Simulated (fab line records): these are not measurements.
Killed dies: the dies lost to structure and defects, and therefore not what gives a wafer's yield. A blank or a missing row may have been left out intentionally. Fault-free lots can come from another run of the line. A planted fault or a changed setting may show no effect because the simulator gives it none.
Matching of chambers + flow n5-finfet + 3 sister chambers for N5_BEOL_M9_DEP_56 on pecvd-04
The step deposits SiCN from 3MS/NH3, target thk 15 nm, time 26.5 s. 6 wafers are shown with their chamber, then 7 later ones without.

## WAFERS, EACH WITH ITS CHAMBER
| wafer  | chamber | throttle-valve-pct (%) | showerhead-plenum-p-Torr (Torr) |
|--------|---------|------------------------|---------------------------------|
| L081.5 | 0       | 9.1                    | 3.665                           |
| L082.1 | 0       | 9.3                    | 3.653                           |
| L083.1 | 2       | 9.4                    | 3.663                           |
| L083.4 | 1       | 10.4                   | 3.696                           |
| L085.2 | 2       | 9.3                    | 3.663                           |
| L085.3 | 1       | 10.6                   | 3.694                           |

## WAFERS WHOSE CHAMBER IS MISSING
| wafer  | throttle-valve-pct (%) | showerhead-plenum-p-Torr (Torr) |
|--------|------------------------|---------------------------------|
| L085.6 | 9.3                    | 3.665                           |
| L092.3 | 9.1                    | 3.659                           |
| L092.4 | 9.2                    | 3.661                           |
| L092.6 | 9.3                    | 3.670                           |
| L096.2 | 9.4                    | 3.666                           |
| L096.3 | 10.4                   | 3.690                           |
| L096.4 | 9.2                    | 3.672                           |

## THE CHAMBER EACH PASSED THROUGH
| wafer  | from the rows above     | in truth |
|--------|-------------------------|----------|
| L085.6 | can't be placed: 2 or 0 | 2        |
| L092.3 | can't be placed: 0 or 2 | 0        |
| L092.4 | can't be placed: 0 or 2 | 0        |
| L092.6 | can't be placed: 2 or 0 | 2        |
| L096.2 | can't be placed: 2 or 0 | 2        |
| L096.3 | 1                       | 1        |
| L096.4 | can't be placed: 2 or 0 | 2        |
Correctly placed: 1 of 7. Cannot be placed on the basis of these rows: 6; the candidates contain the true chamber in 6. Placed wrongly: 0.
How it was worked out, from the rows above alone: a wafer's distance from a chamber is the root of the sum, over the readings, of the square of ((its reading less the chamber's mean) divided by the reading's scatter). If the next closest chamber is less than 2 further off than the closest, the wafer can't be placed; otherwise it belongs to the closest. Each chamber's mean is taken over the wafers shown for it. How the scatter is found: for the shown wafers, subtract from each reading the mean of its chamber, square and add these, divide the total by (wafers less chambers), then take the root.
